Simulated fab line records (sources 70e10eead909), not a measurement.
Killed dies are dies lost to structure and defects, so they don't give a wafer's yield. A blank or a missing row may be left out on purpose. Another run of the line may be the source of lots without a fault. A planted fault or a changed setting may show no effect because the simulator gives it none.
Which tool did it? + flow nandHarc + 13 lots, 36 wafers sampled, at 6 steps of a route of 1302

## WHAT THE GAUGES SHOWED, per wafer
NHARC_P_GATE_CD_MEAS_26 targets a cd of 120 nm.
| lot  | measured     | on       | cdNm (nm)         |
|------|--------------|----------|-------------------|
| L972 | day 5 05:38  | cdSem-03 | 120.2 119.2 119.4 |
| L974 | day 5 21:13  | cdSem-03 | 121.5 121.3 122.0 |
| L975 | day 6 04:19  | cdSem-03 | 120.9 119.8 120.3 |
| L978 | day 7 07:39  | cdSem-02 | 120.6 119.9 119.7 |
| L979 | day 7 18:55  | cdSem-03 | 121.2 122.4 121.6 |
| L980 | day 8 09:03  | cdSem-01 | 119.0 120.3 119.4 |
| L981 | day 8 16:18  | cdSem-03 | 112.8 111.8       |
| L982 | day 9 06:10  | cdSem-03 | 120.1 111.6       |
| L983 | day 9 14:18  | cdSem-03 | 121.5 112.7       |
| L991 | day 12 19:38 | cdSem-03 | 120.2 121.0 120.4 |
| L992 | day 13 10:32 | cdSem-03 | 122.4 120.3 121.3 |
| L994 | day 14 05:46 | cdSem-03 | 120.2 120.9 119.5 |
| L995 | day 14 12:46 | cdSem-03 | 121.5 121.0 122.8 |

NHARC_END_SORT_01.
| lot  | measured     | on        | killedAtArray | killedAtOther | killedAtPeriphery | killedDies | killedOpen | killedShort |
|------|--------------|-----------|---------------|---------------|-------------------|------------|------------|-------------|
| L981 | day 27 20:20 | prober-01 | 32 34         | 1 1           | 4 3               | 37 38      | 5 1        | 2 5         |
| L983 | day 29 21:17 | prober-02 | 69 75         | 2 0           | 3 7               | 74 82      | 2 2        | 1 1         |

## EACH LOT AND THE TOOL THAT RAN IT (in order: tool; ch and the chambers of the sampled wafers; start)
| lot  | NHARC_P_STI_CMP_21            | NHARC_P_GATE_DEP_103            | NHARC_P_GATE_PEB_24              | NHARC_P_GATE_STRIP_101            |
|------|-------------------------------|---------------------------------|----------------------------------|-----------------------------------|
| L972 | cmp-03 ch 0,3, day 3 22:22    | pecvd-01 ch 0,1, day 5 04:58    | lithoTrack-01 ch 0, day 5 05:34  | rieDiel-06 ch 1,2,3, day 5 16:45  |
| L974 | cmp-03 ch 0,1,2, day 4 10:49  | pecvd-02 ch 0,1,2, day 5 20:32  | lithoTrack-06 ch 0, day 5 21:08  | rieDiel-08 ch 0,1,3, day 6 08:26  |
| L975 | cmp-03 ch 0,1,3, day 4 18:32  | pecvd-02 ch 0,1, day 6 03:38    | lithoTrack-06 ch 0, day 6 04:14  | rieDiel-08 ch 0,1,3, day 6 15:26  |
| L978 | cmp-01 ch 0,1,3, day 6 00:48  | pecvd-02 ch 0,1,2, day 7 06:58  | lithoTrack-04 ch 0, day 7 07:34  | rieDiel-04 ch 0,1,3, day 7 18:52  |
| L979 | cmp-01 ch 0,1,3, day 6 11:08  | pecvd-01 ch 1,2, day 7 18:22    | lithoTrack-01 ch 0, day 7 18:50  | rieDiel-06 ch 0,1,2, day 8 06:24  |
| L980 | cmp-03 ch 0,2,3, day 7 00:13  | pecvd-02 ch 1,2, day 8 08:24    | lithoTrack-01 ch 0, day 8 08:58  | rieDiel-08 ch 0,1, day 8 20:16    |
| L981 | cmp-01 ch 1,2, day 7 06:53    | pecvd-01 ch 0,1, day 8 15:40    | lithoTrack-01 ch 0, day 8 16:13  | rieDiel-06 ch 0,3, day 9 03:28    |
| L982 | cmp-04 ch 2,3, day 7 18:56    | pecvd-04 ch 1,2, day 9 05:41    | lithoTrack-01 ch 0, day 9 06:05  | rieDiel-04 ch 0,1, day 9 17:08    |
| L983 | cmp-04 ch 2,3, day 8 06:19    | pecvd-04 ch 0,1, day 9 13:42    | lithoTrack-01 ch 0, day 9 14:13  | rieDiel-06 ch 0,1, day 10 01:26   |
| L991 | cmp-01 ch 0,2,3, day 11 13:07 | pecvd-02 ch 0,1, day 12 18:59   | lithoTrack-01 ch 0, day 12 19:34 | rieDiel-06 ch 0,2,3, day 13 06:45 |
| L992 | cmp-03 ch 0,3, day 12 01:31   | pecvd-04 ch 1,2, day 13 09:51   | lithoTrack-04 ch 0, day 13 10:27 | rieDiel-04 ch 0,2,3, day 13 21:34 |
| L994 | cmp-04 ch 0,2,3, day 12 22:10 | pecvd-04 ch 0,1, day 14 05:12   | lithoTrack-04 ch 0, day 14 05:41 | rieDiel-06 ch 0,1,2, day 14 16:47 |
| L995 | cmp-01 ch 0,2,3, day 13 04:13 | pecvd-04 ch 0,1,2, day 14 12:07 | lithoTrack-06 ch 0, day 14 12:41 | rieDiel-08 ch 0,2,3, day 14 23:43 |
- NHARC_P_STI_CMP_21: polishes, t overpolish 20 s, target thk 380.67 nm.
- NHARC_P_GATE_DEP_103: deposits SiON, target thk 30 nm.
- NHARC_P_GATE_PEB_24: peb time 65 s.
- NHARC_P_GATE_STRIP_101: strips in O2, time 20 s.

## WHAT THE TOOLS THEMSELVES READ (means of the sampled wafers that have a number; where no wafer has one, the mark that the record gives instead)
NHARC_P_STI_CMP_21.
| lot  | tool   | motorCurrentA (A) | overpolishRunS (s) | padLifeWafers |
|------|--------|-------------------|--------------------|---------------|
| L972 | cmp-03 | 14.4              | 20.022             | 8             |
| L974 | cmp-03 | 12.6              | 20.003             | 62            |
| L975 | cmp-03 | 13.3              | 19.996             | 104           |
| L978 | cmp-01 | 11.6              | 20.008             | 104           |
| L979 | cmp-01 | 11.5              | 19.993             | 140           |
| L980 | cmp-03 | 12.8              | 20.001             | 343           |
| L981 | cmp-01 | 11.2              | 20.004             | 225           |
| L982 | cmp-04 | 11.9              | 19.999             | -             |
| L983 | cmp-04 | 11.9              | 20.002             | -             |
| L991 | cmp-01 | 12.3              | 20.005             | 224           |
| L992 | cmp-03 | 13.7              | 19.992             | 2             |
| L994 | cmp-04 | 10.8              | 20.011             | 332           |
| L995 | cmp-01 | 12.7              | 20.002             | 13            |

NHARC_P_GATE_DEP_103.
| lot  | tool     | heaterPowerW (W) |
|------|----------|------------------|
| L972 | pecvd-01 | 840              |
| L974 | pecvd-02 | 747              |
| L975 | pecvd-02 | 782              |
| L978 | pecvd-02 | 718              |
| L979 | pecvd-01 | 869              |
| L980 | pecvd-02 | 643              |
| L981 | pecvd-01 | 804              |
| L982 | pecvd-04 | 736              |
| L983 | pecvd-04 | 822              |
| L991 | pecvd-02 | 742              |
| L992 | pecvd-04 | 712              |
| L994 | pecvd-04 | 732              |
| L995 | pecvd-04 | 751              |

NHARC_P_GATE_PEB_24.
| lot  | tool          | heaterPowerTotalW (W) |
|------|---------------|-----------------------|
| L972 | lithoTrack-01 | 156.2                 |
| L974 | lithoTrack-06 | 156.9                 |
| L975 | lithoTrack-06 | 156.7                 |
| L978 | lithoTrack-04 | 156.5                 |
| L979 | lithoTrack-01 | 156.8                 |
| L980 | lithoTrack-01 | 156.7                 |
| L981 | lithoTrack-01 | 157.1                 |
| L982 | lithoTrack-01 | 156.1                 |
| L983 | lithoTrack-01 | 156.3                 |
| L991 | lithoTrack-01 | 156.7                 |
| L992 | lithoTrack-04 | 157.0                 |
| L994 | lithoTrack-04 | 156.6                 |
| L995 | lithoTrack-06 | 156.5                 |

NHARC_P_GATE_STRIP_101.
| lot  | tool       | drypumpMotorCurrentA (A) | oesProductAu (a.u.) | rfVppV (V) | showerheadPlenumPTorr (Torr) | throttleValvePct (%) |
|------|------------|--------------------------|---------------------|------------|------------------------------|----------------------|
| L972 | rieDiel-06 | 5.8                      | 0.988               | 57.6       | 3.57                         | 17.033               |
| L974 | rieDiel-08 | 5.5                      | 1.002               | 57.1       | 3.48                         | 17.035               |
| L975 | rieDiel-08 | 5.5                      | 1.007               | 58.3       | 3.48                         | 17.044               |
| L978 | rieDiel-04 | 6.0                      | 1.009               | 57.6       | 3.45                         | 17.032               |
| L979 | rieDiel-06 | 5.6                      | 0.996               | 57.8       | 3.55                         | 17.035               |
| L980 | rieDiel-08 | 5.4                      | 1.016               | 57.4       | 3.40                         | 17.037               |
| L981 | rieDiel-06 | 5.4                      | 0.990               | 57.9       | 3.58                         | 17.038               |
| L982 | rieDiel-04 | 5.8                      | 0.998               | 58.2       | 3.44                         | 17.041               |
| L983 | rieDiel-06 | 5.7                      | 0.992               | 57.9       | 3.60                         | 17.041               |
| L991 | rieDiel-06 | 5.5                      | 1.007               | 57.6       | 3.53                         | 17.036               |
| L992 | rieDiel-04 | 5.7                      | 1.000               | 57.9       | 3.48                         | 17.037               |
| L994 | rieDiel-06 | 5.7                      | 0.992               | 58.0       | 3.55                         | 17.040               |
| L995 | rieDiel-08 | 5.4                      | 1.011               | 58.0       | 3.60                         | 17.035               |

## THE ANSWER, worked out from the rows above alone
Rule: usual is defined by the lots themselves. The widest of any qualifying gaps counts: lots, ordered by their means at a reading, are off when they make up no more than a third of the lots, leave a main group of 4 or more, and stand apart from it by 3 or more times the standard deviation of that group's means. A main group whose means are all the same, to the digits that the tables above print for the reading, isn't used. A lot without any number at a reading at which 4 lots or more have one is off too. The other lots that the step has rows for count as sound. After the gauges, taken in route order, come the tools' own readings; for these a lot's mean is taken, as printed above. The first step at which some lot is off is used, and at that step the reading that is off furthest; a lot without a number counts as furthest.
Off at NHARC_P_GATE_CD_MEAS_26 (cdNm): L981, L982, L983. Main group: mean 120.7 nm, sd 0.82.
If a tool, at a process step before that reading, ran all the lots that are off and no sound lot after the first of them, it fits. Gauges at NHARC_P_GATE_CD_MEAS_26: tried the same way as those tools. No candidate that was tried fits.

## WHAT THE SIMULATOR HAD INSERTED
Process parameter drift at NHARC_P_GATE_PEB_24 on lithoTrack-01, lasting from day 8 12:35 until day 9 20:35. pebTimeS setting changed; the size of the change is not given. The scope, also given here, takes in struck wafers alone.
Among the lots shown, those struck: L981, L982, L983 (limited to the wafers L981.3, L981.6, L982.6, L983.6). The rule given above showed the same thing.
